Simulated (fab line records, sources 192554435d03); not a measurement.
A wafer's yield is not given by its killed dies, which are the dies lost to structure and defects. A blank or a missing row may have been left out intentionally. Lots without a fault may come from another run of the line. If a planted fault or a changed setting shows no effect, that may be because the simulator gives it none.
Which of the tools did it? -- flow n5Finfet -- 72 wafers from 24 lots sampled at 5 of the route's 1938 steps

WHAT THE GAUGES SHOWED, per wafer
N5_BEOL_M15_OVL_MEAS_29. Usual: for M15_OVL the level is -1 nm and the standard deviation is 6.1.
lot,measured,on,M15_OVL (nm),flag
L074,day 11 21:22,overlay-01,-2 -4 3,
L076,day 12 09:44,overlay-02,-6 -4 -1,
L075,day 12 13:13,overlay-01,-3 -4 5,
L077,day 13 05:46,overlay-01,-5 6 3,
L078,day 13 10:54,overlay-01,-14 2 -4,
L079,day 13 14:49,overlay-01,2 -5 -4,
L080,day 13 16:21,overlay-02,-6 -7 -7,
L082,day 14 03:52,overlay-01,0 -4 3,
L081,day 14 04:31,overlay-01,-9 0 -4,
L083,day 14 06:08,overlay-01,2 8 7,
L084,day 14 07:00,overlay-02,10 2 -1,
L085,day 14 19:49,overlay-01,7 7 -7,
L087,day 14 22:54,overlay-01,-3 -6 -4,
L086,day 15 05:46,overlay-01,1 7 5,
L089,day 15 19:15,overlay-02,-12 -12 2,
L090,day 15 20:20,overlay-01,6 1 10,
L088,day 15 19:51,overlay-01,-1 0 -7,
L092,day 16 10:45,overlay-01,-5 -2 0,
L093,day 16 15:13,overlay-02,9 8 -2,
L091,day 17 03:38,overlay-01,-2 -10 -7,
L096,day 17 06:41,overlay-01,13 13 -3,
L094,day 17 08:27,overlay-02,-5 -13 -3,
L095,day 17 12:06,overlay-02,1 -8 1,
L097,day 18 00:00,overlay-01,-12 -5 -13,

N5_BEOL_M15_INSPECT_30: inspects for defects (macro). Usual: rawDefectCount reads 2.0 (standard deviation 1.4).
lot,measured,on,rawDefectCount,flag
L074,day 11 21:23,defectInspect-01,3 4 0,
L076,day 12 09:45,defectInspect-02,1 0 0,
L075,day 12 13:15,defectInspect-01,5 3 1,
L077,day 13 05:48,defectInspect-02,2 6 1,
L078,day 13 10:55,defectInspect-02,0 0 1,
L079,day 13 14:50,defectInspect-02,2 4 1,
L080,day 13 16:23,defectInspect-01,1 2 2,
L082,day 14 03:53,defectInspect-01,1 3 4,
L081,day 14 04:33,defectInspect-01,0 3 1,
L083,day 14 06:10,defectInspect-01,2 1 2,
L084,day 14 07:01,defectInspect-01,3 1 5,
L085,day 14 19:51,defectInspect-02,1 0 2,
L087,day 14 22:56,defectInspect-01,2 2 2,
L086,day 15 05:48,defectInspect-01,1 3 2,
L089,day 15 19:17,defectInspect-01,1 4 1,
L090,day 15 20:22,defectInspect-02,2 1 0,
L088,day 15 19:53,defectInspect-02,3 5 1,
L092,day 16 10:46,defectInspect-02,0 4 2,
L093,day 16 15:14,defectInspect-02,0 2 1,
L091,day 17 03:40,defectInspect-02,3 3 0,
L096,day 17 06:43,defectInspect-02,3 0 2,
L094,day 17 08:29,defectInspect-01,2 1 4,
L095,day 17 12:07,defectInspect-01,3 4 3,
L097,day 18 00:02,defectInspect-01,1 2 3,

N5_BEOL_M15_INSPECT_55: inspects for defects (darkfield). Usual: rawDefectCount reads 72 (standard deviation 24).
lot,measured,on,rawDefectCount,flag
L074,day 12 00:40,defectInspect-01,87 120 97,
L076,day 12 14:37,defectInspect-01,125 67 71,
L075,day 12 23:29,defectInspect-02,64 54 72,
L077,day 13 09:52,defectInspect-01,65 43 59,
L078,day 13 14:08,defectInspect-01,69 76 87,
L079,day 13 20:46,defectInspect-02,49 46 51,
L080,day 13 21:18,defectInspect-02,103 80 77,
L082,day 14 11:49,defectInspect-02,79 85 88,
L081,day 14 11:58,defectInspect-02,63 86 90,
L083,day 14 13:21,defectInspect-02,60 99 115,
L084,day 14 14:01,defectInspect-01,54 74 36,
L085,day 14 22:19,defectInspect-02,69 66 85,
L087,day 15 03:11,defectInspect-02,93 133 84,
L086,day 15 11:32,defectInspect-02,73 102 63,
L089,day 15 22:55,defectInspect-01,95 77 45,
L090,day 15 23:47,defectInspect-02,70 79 61,
L088,day 15 23:35,defectInspect-02,70 36 67,
L092,day 16 13:17,defectInspect-02,93 90 64,
L093,day 16 18:44,defectInspect-02,46 48 50,
L091,day 17 08:34,defectInspect-02,75 101 98,
L096,day 17 11:11,defectInspect-02,54 62 33,
L094,day 17 14:28,defectInspect-02,45 51 68,
L095,day 17 14:55,defectInspect-01,50 64 67,
L097,day 18 02:32,defectInspect-02,61 71 55,

WHICH TOOL RAN EACH LOT (tool, then ch and the chambers of the sampled wafers, then the start)
lot,N5_BEOL_M14_DEGAS_41,N5_BEOL_M15_ETCH_59
L074,"pvdSputter-03, day 11 17:17","rieDiel-03 ch 0,3, day 11 19:49"
L076,"pvdSputter-02, day 12 06:13","rieDiel-03 ch 1,2,3, day 12 08:22"
L075,"pvdSputter-02, day 12 09:16","rieDiel-03 ch 0,1,3, day 12 11:50"
L077,"pvdSputter-03, day 13 01:40","rieDiel-03 ch 0,2,3, day 13 04:17"
L078,"pvdSputter-01, day 13 06:59","rieDiel-06 ch 1,2, day 13 09:23"
L079,"pvdSputter-02, day 13 10:36","rieDiel-04 ch 1,3, day 13 13:17"
L080,"pvdSputter-02, day 13 12:30","rieDiel-06 ch 0,1,3, day 13 14:45"
L082,"pvdSputter-02, day 14 00:18","rieDiel-03 ch 1,3, day 14 02:22"
L081,"pvdSputter-02, day 14 00:53","rieDiel-03 ch 1,3, day 14 03:07"
L083,"pvdSputter-03, day 14 02:32","rieDiel-04 ch 0,1, day 14 04:46"
L084,"pvdSputter-03, day 14 03:22","rieDiel-03 ch 0,3, day 14 05:31"
L085,"pvdSputter-03, day 14 15:50","rieDiel-04 ch 0,1,2, day 14 18:10"
L087,"pvdSputter-01, day 14 19:16","rieDiel-04 ch 1,3, day 14 21:25"
L086,"pvdSputter-02, day 15 01:55","rieDiel-03 ch 0,1, day 15 04:08"
L089,"pvdSputter-02, day 15 15:06","rieDiel-04 ch 2,3, day 15 17:52"
L090,"pvdSputter-02, day 15 15:37","rieDiel-04 ch 0,2,3, day 15 18:26"
L088,"pvdSputter-03, day 15 15:38","rieDiel-03 ch 0,1, day 15 18:04"
L092,"pvdSputter-03, day 16 06:33","rieDiel-06 ch 0,1,3, day 16 09:15"
L093,"pvdSputter-02, day 16 11:42","rieDiel-04 ch 1,2, day 16 13:43"
L091,"pvdSputter-02, day 17 00:01","rieDiel-03 ch 0,1, day 17 02:09"
L096,"pvdSputter-01, day 17 03:10","rieDiel-04 ch 1,2, day 17 05:11"
L094,"pvdSputter-02, day 17 04:13","rieDiel-03 ch 0,3, day 17 06:47"
L095,"pvdSputter-01, day 17 08:19","rieDiel-06 ch 0,3, day 17 10:41"
L097,"pvdSputter-01, day 17 20:28","rieDiel-06 ch 0,1, day 17 22:31"
- N5_BEOL_M14_DEGAS_41: time 60 s.
- N5_BEOL_M15_ETCH_59: etches BARC in N2/H2, target depth 89 nm, overetch 26.7 nm, time 67.9 s.

AS READ BY THE TOOLS THEMSELVES (means over the sampled wafers that have a number; for cases with no such wafer, the mark the record gives instead)
N5_BEOL_M14_DEGAS_41. Usual: heaterPowerW 468 W, standard deviation 33; susceptorTempC 300.03 C, standard deviation 0.19.
lot,tool,heaterPowerW (W),susceptorTempC (C),flag
L074,pvdSputter-03,462,299.98,
L076,pvdSputter-02,462,299.75,
L075,pvdSputter-02,469,300.17,
L077,pvdSputter-03,430,299.94,
L078,pvdSputter-01,477,299.99,
L079,pvdSputter-02,472,300.12,
L080,pvdSputter-02,464,300.08,
L082,pvdSputter-02,467,300.14,
L081,pvdSputter-02,444,300.01,
L083,pvdSputter-03,452,299.91,
L084,pvdSputter-03,471,299.91,
L085,pvdSputter-03,450,299.81,
L087,pvdSputter-01,510,299.98,
L086,pvdSputter-02,476,300.11,
L089,pvdSputter-02,474,300.24,
L090,pvdSputter-02,475,299.89,
L088,pvdSputter-03,476,300.10,
L092,pvdSputter-03,448,300.02,
L093,pvdSputter-02,445,299.94,
L091,pvdSputter-02,478,300.02,
L096,pvdSputter-01,481,300.09,
L094,pvdSputter-02,476,299.95,
L095,pvdSputter-01,470,300.12,
L097,pvdSputter-01,477,300.10,

N5_BEOL_M15_ETCH_59. Usual: drypumpMotorCurrentA 5.6 A, standard deviation 0.45; oesProductAu 0.68 a.u., standard deviation 0.071; rfVppV 524.0 V, standard deviation 2.4; showerheadPlenumPTorr 2.56 Torr, standard deviation 0.085; throttleValvePct 18.06 %, standard deviation 0.29.
lot,tool,drypumpMotorCurrentA (A),oesProductAu (a.u.),rfVppV (V),showerheadPlenumPTorr (Torr),throttleValvePct (%),flag
L074,rieDiel-03,6.0,0.69,523.8,2.58,18.34,
L076,rieDiel-03,5.7,0.73,525.3,2.60,17.95,
L075,rieDiel-03,5.6,0.69,525.3,2.61,18.16,
L077,rieDiel-03,5.6,0.68,523.6,2.55,18.05,
L078,rieDiel-06,5.8,0.68,523.0,2.51,17.99,
L079,rieDiel-04,5.2,0.63,523.0,2.48,17.91,
L080,rieDiel-06,5.7,0.67,522.3,2.51,17.90,
L082,rieDiel-03,5.7,0.72,527.5,2.66,18.10,
L081,rieDiel-03,6.1,0.71,525.9,2.63,18.29,
L083,rieDiel-04,5.7,0.59,523.1,2.52,18.21,
L084,rieDiel-03,5.5,0.63,523.7,2.55,18.26,
L085,rieDiel-04,5.6,0.66,524.4,2.58,18.16,
L087,rieDiel-04,5.3,0.62,522.9,2.48,17.90,
L086,rieDiel-03,5.2,0.63,524.8,2.57,18.09,
L089,rieDiel-04,5.3,0.71,523.1,2.55,18.05,
L090,rieDiel-04,5.6,0.68,523.3,2.57,18.19,
L088,rieDiel-03,5.3,0.66,525.9,2.62,18.01,
L092,rieDiel-06,5.7,0.64,522.4,2.50,17.93,
L093,rieDiel-04,5.4,0.80,524.6,2.57,17.74,
L091,rieDiel-03,5.2,0.61,524.1,2.56,18.13,
L096,rieDiel-04,5.5,0.76,526.4,2.64,18.01,
L094,rieDiel-03,5.9,0.65,523.7,2.56,18.42,
L095,rieDiel-06,5.9,0.67,522.5,2.52,17.84,
L097,rieDiel-06,5.5,0.61,521.5,2.48,18.03,

THE ANSWER, worked out from the rows above alone
Rule: a lot counts as off when the mean over its wafers that have a number is more than 3 standard deviations away from the usual mean. A lot without any number at a reading at which 4 lots or more have one is off too. The other lots that the step has rows for count as sound. The gauges are gone through in route order, then the tools' own readings, and for those a lot's mean is taken as printed above. At the first step where some lot is off, the reading lying furthest off is the one used; lots without a number count as furthest.
Across all readings shown, no lot is off: no conclusion can be drawn from this.

WHAT THE SIMULATOR PUT IN
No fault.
